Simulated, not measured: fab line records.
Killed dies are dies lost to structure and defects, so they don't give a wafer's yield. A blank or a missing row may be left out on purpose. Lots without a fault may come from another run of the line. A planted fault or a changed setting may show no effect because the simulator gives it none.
fab line records    flow nandHarc
[record] lots = 12  wafers = 34  lastDay = 33
route steps=1302 shown A_CONTACT@1078
lots that met no fault: from a run of the same line without faults
startH: start of the lot's first displayed wafer, in hours after the record's first day    waitH: time in hours since the lot's previous step    " same as the row above    L1.1+2: several wafers, shown together as one row    - either no value or no given start    * or withheld: withheld    < > ~ a bound
route shown NAME@n: names a module that has steps shown in the file, with the first one's number in the route    usual: mean and standard deviation over wafers with no fault    same: alike in all rows    chamber/n: place in a boat    sites: the reading at each site    _std_site: the values' standard deviation    _edge_site: outer sites' mean less inner sites'    radiusMm: how far each site lies from the wafer's centre    mask NAME#n: copy n    behind: the last tool/chamber to shape the wafer    hold: cause of the lot's hold/its duration in hours/its outcome    device: the n, p or np transistor that did not switch    end of line: the same wafers' tests at the end of the route    for a step that has no rows: nothing shown but its recipe    killed: dies that structure and defects cost at the first sort, which is not the same as the wafer's yield    map: a wafer's dies, x killed, . not, _ none there
set.NAME: the run value of the setting; set.NAME@STEP: its run value at that earlier step    model.NAME: the simulator's own value behind a step, which no gauge read
a sample of lots followed through the steps of the route, with each step as a table and each wafer as a row
services: the hour from which a tool's chamber was out of use, counted from the record's first day as startH (under 0 if before that day), plus the number of hours and why
[[steps]]
[step NHARC_A_CONTACT_CD_MEAS_08]
[recipe] targetCdNm = 200  landingEnergyEv = 500
[usual] cdNm = 200.3/0.65
lot.wafer  tool      chamber  startH  waitH  cdNm
L816.1     cdSem-02  0        521.42  -      199.0
L816.3     "         0        "       "      200.3
L816.5     "         0        "       "      200.4
L820.2     cdSem-03  0        546.55  -      200.1
L820.4     "         0        "       "      199.0
L820.6     "         0        "       "      198.7
L819.1     cdSem-01  0        546.70  -      200.4
L819.2     "         0        "       "      200.2
L819.3     "         0        "       "      200.3
L821.1     cdSem-02  0        566.37  -      200.1
L821.4     "         0        "       "      200.0
L821.6     "         0        "       "      199.6
L823.2     cdSem-01  0        584.43  -      200.6
L823.3     "         0        "       "      201.6
L823.5     "         0        "       "      200.6
L822.1     cdSem-02  0        584.75  -      200.2
L822.4     "         0        "       "      201.1
L822.6     "         0        "       "      199.6
L824.1     cdSem-01  0        595.07  -      201.1
L824.2     "         0        "       "      200.6
L824.3     "         0        "       "      199.6
L830.2     cdSem-01  0        642.20  -      201.2
L830.3     "         0        "       "      201.4
L830.5     "         0        "       "      201.2
L828.3     cdSem-02  0        649.75  -      200.1
L828.5     "         0        "       "      199.8
L828.6     "         0        "       "      200.4
L836.2     cdSem-02  0        708.27  -      201.0
L836.3     "         0        "       "      200.2
L836.6     "         0        "       "      199.5
L835.5     cdSem-03  0        714.50  -      200.2
L837.2     cdSem-01  0        729.80  -      199.5
L837.3     "         0        "       "      200.7
L837.5     "         0        "       "      200.2
[step NHARC_A_CONTACT_ETCH_88]
[recipe] targetDepthA = 390  overEtchFrac = 0.3  timeS = 65  ionEnergyEv = 80  cf4FlowSccm = 150  arFlowSccm = 0  rfW = 300  biasW = 100  chemistry = CF4
[usual] biasW = 100.0/0.31  cf4FlowSccm = 149.9/0.44  drypumpMotorCurrentA = 5.9/0.48  oesProductAu = 1.000/0.011  rfVppV = 150.9/1.3  showerheadPlenumPTorr = 1.73/0.071  throttleValvePct = 13.283/0.0089
lot.wafer  tool        chamber  startH  waitH  biasW  cf4FlowSccm  drypumpMotorCurrentA  oesProductAu  rfHoursCounterH  rfVppV  showerheadPlenumPTorr  throttleValvePct
L816.1     rieDiel-01  3        521.72  0.1    99.8   149.8        4.9                   0.999         44               148.7   1.67                   13.280
L816.3     "           0        "       "      100.2  150.1        5.5                   0.988         44               151.0   1.76                   13.273
L816.5     "           3        "       "      100.1  149.1        4.9                   0.995         -                152.2   1.67                   13.289
L820.2     rieDiel-04  2        546.82  0.1    100.2  149.8        5.8                   0.998         0                148.6   1.66                   13.276
L820.4     "           1        "       "      100.2  150.2        5.9                   0.998         0                151.6   1.71                   13.280
L820.6     "           2        "       "      100.0  149.5        5.8                   1.009         -                150.2   1.66                   13.269
L819.2     rieDiel-01  0        546.98  0.1    100.2  149.5        5.5                   0.997         52               151.7   1.75                   13.279
L819.3     "           1        "       "      99.3   150.3        6.8                   0.995         51               150.2   1.78                   13.273
L819.1     "           2        "       "      100.0  149.7        5.7                   0.988         55               150.8   1.75                   13.279
L821.4     rieDiel-04  0        566.69  0.1    99.9   150.6        6.5                   1.025         3                153.6   1.84                   13.288
L821.1     "           1        "       "      100.2  149.7        5.9                   1.005         2                151.8   1.71                   13.280
L821.6     "           2        "       "      99.8   149.1        5.8                   1.000         -                148.9   1.65                   13.275
L823.2     rieDiel-04  3        584.71  0.1    99.6   149.4        5.7                   0.977         7                149.5   1.69                   13.303
L823.3     "           1        "       "      100.0  150.1        5.9                   1.007         6                149.9   1.71                   13.289
L823.5     "           2        "       "      100.0  149.7        5.8                   0.987         -                149.5   1.65                   13.287
L822.1     rieDiel-01  0        585.02  0.1    100.2  149.5        5.5                   1.007         11               151.7   1.75                   13.275
L822.4     "           1        "       "      99.9   150.2        6.8                   1.022         9                150.4   1.77                   13.280
L822.6     "           1        "       "      100.1  150.5        6.7                   1.012         -                152.8   1.77                   13.290
L824.2     rieDiel-06  3        595.34  0.1    99.5   149.2        6.5                   0.997         39               152.5   1.90                   13.284
L824.1     "           0        "       "      99.7   149.3        5.6                   1.004         31               151.5   1.82                   13.279
L824.3     "           1        "       "      100.5  149.6        5.5                   1.001         34               151.0   1.79                   13.285
L830.3     rieDiel-04  2        642.46  0.1    99.7   150.1        5.8                   1.007         17               150.8   1.65                   13.288
L830.2     "           3        "       "      99.4   150.2        5.7                   0.998         15               148.9   1.68                   13.284
L830.5     "           2        "       "      100.0  149.6        5.8                   1.008         -                150.7   1.65                   13.273
L828.3     rieDiel-04  2        650.03  0.1    99.9   150.2        5.8                   0.985         18               149.6   1.65                   13.297
L828.6     "           3        "       "      100.7  150.1        5.7                   0.985         -                149.9   1.68                   13.272
L828.5     "           0        "       "      100.2  150.5        6.6                   1.005         -                153.3   1.84                   13.288
L836.3     rieDiel-01  0        708.53  0.1    99.9   150.2        5.5                   1.000         55               152.2   1.74                   13.271
L836.2     "           3        "       "      99.6   150.2        4.9                   0.991         55               151.2   1.66                   13.287
L836.6     "           0        "       "      99.9   150.8        5.5                   1.002         -                152.3   1.74                   13.281
L835.5     rieDiel-06  2        714.80  0.1    99.9   149.8        5.0                   1.006         -                150.4   1.72                   13.259
L837.2     rieDiel-04  1        730.06  0.1    100.4  150.7        6.0                   1.005         2                150.6   1.70                   13.286
L837.3     "           0        "       "      100.3  150.1        6.6                   1.016         2                152.9   1.84                   13.285
L837.5     "           2        "       "      99.8   149.2        5.8                   1.008         -                150.4   1.65                   13.281
[step NHARC_A_CONTACT_ETCH_137]
[recipe] sourceW = withheld  pressureMtorr = 20  biasV = 1200  timeS = 311  targetDepthA = 19120  arFlowSccm = withheld  c4f8FlowSccm = withheld  o2FlowSccm = withheld  chemistry = C4F8/O2/Ar
[usual] chamberPressureMTorr = 20.000/0.02  oesAirLineAu = 1.004/0.022
lot.wafer  tool           chamber  startH  waitH  chamberPressureMTorr  oesAirLineAu  rfHoursCounterH
L816.1     harCapEtch-02  1        524.17  0.2    19.974                0.999         89
L816.3     "              1        "       "      19.997                1.013         -
L816.5     "              1        "       "      19.995                1.006         -
L820.2     harCapEtch-02  0        548.64  0.2    20.011                1.028         93
L820.4     "              0        "       "      19.990                1.020         -
L820.6     "              1        "       "      19.977                0.984         -
L819.2     harCapEtch-01  1        548.76  0.2    20.010                0.985         6
L819.1     "              0        "       "      20.012                0.997         6
L819.3     "              1        "       "      20.008                1.035         -
L821.1     harCapEtch-02  1        568.46  0.2    20.012                0.987         96
L821.4     "              1        "       "      19.987                0.970         -
L821.6     "              0        "       "      19.993                1.022         -
L823.2     harCapEtch-02  1        586.49  0.2    20.026                1.019         99
L823.3     "              1        "       "      19.965                1.007         -
L823.5     "              0        "       "      20.009                1.012         -
L822.1     harCapEtch-03  1        586.84  0.2    19.995                1.010         59
L822.4     "              1        "       "      19.994                0.980         -
L822.6     "              0        "       "      19.993                1.022         -
L824.1     harCapEtch-01  1        598.79  0.2    20.037                0.980         16
L824.2     "              0        "       "      20.025                1.000         16
L824.3     "              1        "       "      19.981                1.004         -
L830.2     harCapEtch-01  1        644.61  0.2    19.981                1.024         25
L830.3     "              1        "       "      19.973                1.048         -
L830.5     "              1        "       "      19.997                1.045         -
L828.3     harCapEtch-03  1        651.89  0.2    19.977                1.043         -
L828.6     "              1        "       "      19.970                1.069         -
L828.5     "              0        "       "      19.989                0.988         -
L836.2     harCapEtch-01  0        710.31  0.2    20.001                0.961         34
L836.3     "              1        "       "      20.004                0.992         -
L836.6     "              1        "       "      20.016                0.984         -
L835.5     harCapEtch-01  1        716.75  0.2    19.977                1.006         -
L837.2     harCapEtch-03  1        731.85  0.2    20.034                0.978         85
L837.3     "              0        "       "      20.003                1.013         -
L837.5     "              0        "       "      19.998                1.056         -
[step NHARC_A_CONTACT_ETCH_110]
[recipe] targetDepthA = 600  overetchA = 60  timeS = 33  ionEnergyEv = 100  cf4FlowSccm = 80  o2FlowSccm = 20  arFlowSccm = 0  rfW = 300  biasW = 100  chemistry = CF4/O2
[usual] biasW = 100.04/0.28  cf4FlowSccm = 80.04/0.22  drypumpMotorCurrentA = 5.8/0.57  oesProductAu = 1.001/0.011  rfVppV = 197.4/1.3  showerheadPlenumPTorr = 1.32/0.053  throttleValvePct = 13.397/0.0083
lot.wafer  tool        chamber  startH  waitH  biasW   cf4FlowSccm  drypumpMotorCurrentA  oesProductAu  rfHoursCounterH  rfVppV  showerheadPlenumPTorr  throttleValvePct
L816.1     rieDiel-06  1        525.77  0.1    100.14  80.47        5.5                   1.010         11               199.2   1.36                   13.404
L816.3     "           0        "       "      99.80   80.07        5.6                   0.997         12               196.6   1.38                   13.398
L816.5     "           1        "       "      100.21  80.06        5.4                   1.001         -                198.5   1.36                   13.411
L820.4     rieDiel-01  3        550.21  0.1    99.75   80.13        4.9                   0.991         49               196.2   1.26                   13.400
L820.2     "           1        "       "      99.87   79.60        6.7                   1.001         52               197.6   1.34                   13.399
L820.6     "           3        "       "      100.05  80.15        4.9                   0.985         -                197.1   1.26                   13.403
L819.3     rieDiel-04  0        550.37  0.1    99.97   79.91        6.6                   1.021         1                198.2   1.40                   13.385
L819.2     "           1        "       "      99.89   79.81        5.9                   1.014         1                195.2   1.29                   13.396
L819.1     "           3        "       "      100.13  79.76        5.7                   0.988         1                197.0   1.27                   13.394
L821.4     rieDiel-04  0        570.14  0.1    99.79   79.87        6.6                   1.005         3                199.5   1.39                   13.396
L821.1     "           1        "       "      99.70   80.19        5.9                   1.000         3                196.7   1.29                   13.411
L821.6     "           3        "       "      100.21  80.00        5.6                   0.974         -                195.9   1.27                   13.396
L823.2     rieDiel-04  0        588.14  0.1    99.82   80.35        6.6                   1.025         6                197.9   1.39                   13.396
L823.3     "           3        "       "      100.48  79.72        5.7                   0.992         8                196.0   1.27                   13.399
L823.5     "           1        "       "      100.50  80.00        6.0                   1.010         -                197.2   1.29                   13.387
L822.4     rieDiel-01  2        588.43  0.1    99.67   79.87        5.7                   0.994         9                197.2   1.31                   13.416
L822.1     "           0        "       "      100.71  80.26        5.5                   1.006         12               198.4   1.32                   13.391
L822.6     "           1        "       "      100.03  80.30        6.7                   1.012         -                197.5   1.34                   13.383
L824.2     rieDiel-04  2        600.44  0.1    100.40  79.51        5.8                   1.001         10               196.1   1.24                   13.401
L824.3     "           0        "       "      100.25  80.06        6.6                   1.022         7                198.1   1.39                   13.398
L824.1     "           1        "       "      100.11  79.97        5.9                   1.014         8                198.1   1.29                   13.393
L830.2     rieDiel-01  3        646.22  0.1    100.01  79.80        4.9                   0.992         30               195.5   1.25                   13.395
L830.3     "           2        "       "      100.51  80.12        5.7                   0.994         26               197.6   1.31                   13.386
L830.5     "           0        "       "      100.64  80.28        5.5                   1.007         -                196.6   1.32                   13.385
L828.3     rieDiel-01  2        653.45  0.1    100.34  80.10        5.6                   0.994         28               197.1   1.31                   13.397
L828.5     "           0        "       "      100.32  80.09        5.5                   1.003         -                198.9   1.32                   13.385
L828.6     "           1        "       "      99.93   80.04        6.7                   1.009         -                197.9   1.33                   13.396
L836.3     rieDiel-01  1        711.96  0.1    -       -            -                     -             -                -       -                      -
L836.2     "           2        "       "      -       -            -                     -             -                -       -                      -
L836.6     "           2        "       "      -       -            -                     -             -                -       -                      -
L835.5     rieDiel-01  1        718.84  0.1    -       -            -                     -             -                -       -                      -
L837.3     rieDiel-04  1        733.46  0.1    -       -            -                     -             -                -       -                      -
L837.2     "           2        "       "      -       -            -                     -             -                -       -                      -
L837.5     "           2        "       "      -       -            -                     -             -                -       -                      -
[[services]]
tool           chamber  startH  hours  kind
harCapEtch-01  -        498.16  17.0   pm
rieDiel-04     0        511.46  -      clean
rieDiel-04     1        511.46  -      clean
rieDiel-04     2        511.46  -      clean
rieDiel-04     3        511.46  -      clean
rieDiel-04     2        521.24  4.1    repair
rieDiel-01     3        528.71  7.8    repair
rieDiel-04     -        532.46  9.0    pm
rieDiel-04     0        532.46  9.0    ventCycle
rieDiel-04     1        532.46  9.0    ventCycle
rieDiel-04     2        532.46  9.0    ventCycle
rieDiel-04     3        532.46  9.0    ventCycle
rieDiel-04     0        541.46  -      clean
rieDiel-04     1        541.46  -      clean
rieDiel-04     2        541.46  -      clean
rieDiel-01     -        558.26  9.0    pm
rieDiel-06     0        595.74  4.3    repair
rieDiel-04     3        651.48  5.8    repair
rieDiel-06     2        654.40  3.1    repair
rieDiel-06     -        661.25  9.0    pm
rieDiel-04     -        665.26  1.2    repair
harCapEtch-03  -        687.65  0.8    repair
rieDiel-04     -        709.46  9.0    pm
harCapEtch-02  -        714.99  1.2    repair
[[key]]
[firstSign] step = NHARC_A_CONTACT_ETCH_110  reading = toolRecord  direction = missing
effect none on later readings
metAt NHARC_A_CONTACT_ETCH_110
struckLots L835,L836,L837
testerLeftOut L835,L836,L837
notActingAt NHARC_A_CONTACT_CD_MEAS_08,NHARC_A_CONTACT_ETCH_88,NHARC_A_CONTACT_ETCH_137
onsetBetween 653.45 711.96
[fault] kind = skippedStepWhole  tool = rieDiel-01,rieDiel-04  chamber = -  onsetH = 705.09  steps = NHARC_A_CONTACT_ETCH_110  scope = struckLotsOnly
// testerLeftOut: of these lots the tester's yield and bins aren't shown, on N5 and GAA mostly nor the transistor test; their killed dies are dies lost to structure and defects alone, not to doping, threshold or leakage, so they don't give the yield
